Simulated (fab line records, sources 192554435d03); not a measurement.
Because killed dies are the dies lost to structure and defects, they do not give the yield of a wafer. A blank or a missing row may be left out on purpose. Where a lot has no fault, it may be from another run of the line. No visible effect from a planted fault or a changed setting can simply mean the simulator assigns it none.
Split-lot study	flow n5-finfet	39 wafers read from 7 lots, route of 1938 steps

== ON THE SPLIT ==
At N5_DUMMY_GATE_ETCH_32 (etches SiO2 in CF4, target depth 3.5 nm, time 3.9 s), the setting time-s was moved away from the recipe's 3.9 s on 15 of the 39 wafers read, by -21.6% to +22.4%. The other wafers ran this setting at the recipe's value.

The reading comes from the split's own step.

== THE READING ==
etch.depth-nm (the simulator's own value, which no gauge read), in nm, at N5_DUMMY_GATE_ETCH_32 (etches SiO2 in CF4, target depth 3.5 nm, time 3.9 s). No usual value for it is given in the file. Across the 24 wafers here that went through the recipe, the average is 3.477 nm and the standard deviation 0.07 nm.

wafer	tool, chamber at the split	time-s as run, s	against the recipe	etch.depth-nm, nm	against lot-mates on the recipe
L076.1	rie-si-06, 2	3.9	recipe	3.467	-
L076.2	rie-si-06, 0	3.059	-21.6%	2.726	-0.795
L076.3	rie-si-06, 3	3.059	-21.6%	2.667	-0.854
L076.4	rie-si-06, 1	3.059	-21.6%	2.84	-0.681
L076.5	rie-si-06, 1	3.9	recipe	3.64	-
L076.6	rie-si-06, 0	3.9	recipe	3.455	-
L078.1	rie-si-05, 0	3.9	recipe	3.539	-
L078.2	rie-si-05, 2	3.9	recipe	3.473	-
L078.3	rie-si-05, 1	3.9	recipe	3.51	-
L078.4	rie-si-05, 3	3.9	recipe	3.428	-
L078.5	rie-si-05, 3	3.9	recipe	3.423	-
L078.6	rie-si-05, 2	3.9	recipe	3.445	-
L079.1	rie-si-06, 2	3.9	recipe	3.469	-
L079.2	rie-si-06, 3	4.772	+22.4%	4.148	+0.635
L079.3	rie-si-06, 0	3.9	recipe	3.446	-
L079.4	rie-si-06, 1	3.9	recipe	3.625	-
L079.5	rie-si-06, 0	4.772	+22.4%	4.218	+0.705
L079.6	rie-si-06, 1	4.772	+22.4%	4.46	+0.947
L080.1	rie-si-06, 0	3.9	recipe	3.464	-
L080.2	rie-si-06, 2	3.9	recipe	3.468	-
L080.3	rie-si-06, 3	4.179	+7.2%	3.635	+0.186
L080.4	rie-si-06, 1	4.179	+7.2%	3.869	+0.420
L080.5	rie-si-06, 3	3.9	recipe	3.414	-
L080.6	rie-si-06, 0	4.179	+7.2%	3.709	+0.260
L081.3	rie-si-06, 3	3.9	recipe	3.369	-
L081.4	rie-si-06, 1	3.9	recipe	3.563	-
L081.5	rie-si-06, 2	3.9	recipe	3.436	-
L084.1	rie-si-05, 1	3.9	recipe	3.499	-
L084.2	rie-si-05, 3	3.9	recipe	3.395	-
L084.3	rie-si-05, 0	3.9	recipe	3.489	-
L084.4	rie-si-05, 2	4.257	+9.2%	3.759	+0.298
L084.5	rie-si-05, 0	4.257	+9.2%	3.766	+0.305
L084.6	rie-si-05, 1	4.257	+9.2%	3.821	+0.360
L088.1	rie-si-06, 3	3.9	recipe	3.375	-
L088.2	rie-si-06, 2	3.9	recipe	3.466	-
L088.3	rie-si-06, 0	4.319	+10.7%	3.764	+0.288
L088.4	rie-si-06, 1	3.9	recipe	3.587	-
L088.5	rie-si-06, 2	4.319	+10.7%	3.799	+0.323
L088.6	rie-si-06, 1	4.319	+10.7%	3.955	+0.479

FIT RESULTS
A straight line over all 39 wafers: etch.depth-nm changes by +0.0347 nm for each +1% of time-s; r = +0.97; the points scatter about the line by 0.081 nm.
The same after taking each lot's own level away (the mean of its wafers on the recipe; 39 wafers): +0.0352 nm for each +1%; r = +0.97; scatter 0.079 nm.
According to that fit, moving time-s by its largest amount changes the reading by 0.79 nm.
Across the lots, their own levels run from 3.4487 to 3.5207 nm, a range of 1.0 times the standard deviation given above.
Consequently the slope shifts little with the lot-to-lot level, the two slopes agreeing.
Check: with one of the wafers moved furthest among these (+22.4%) left out of the fit, the line predicts +0.81 nm for it against its lot-mates. Against them it came out at +0.635 nm.

== THESE WAFERS: OTHER SPLITS ==
Before the reading, these wafers also passed through other splits. Each is held against what the fit with the lots' levels taken away leaves over:
other split on the same wafers	wafers away from the commonest value	r with etch.depth-nm (lot level and that fit taken away)
N5_FIN_CUT_EXPOSE_05 dose-mj	15	+0.07
N5_DUMMY_GATE_CVD_03 temp-c	24	+0.10
N5_DUMMY_GATE_ETCH_37 source-w	9	-0.12
N5_DUMMY_GATE_ETCH_31 target-depth-a	15	+0.11

== FILE'S OWN FIT ==
etch.depth-nm changes by +0.0351 nm for each +1% of time-s, r = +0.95.
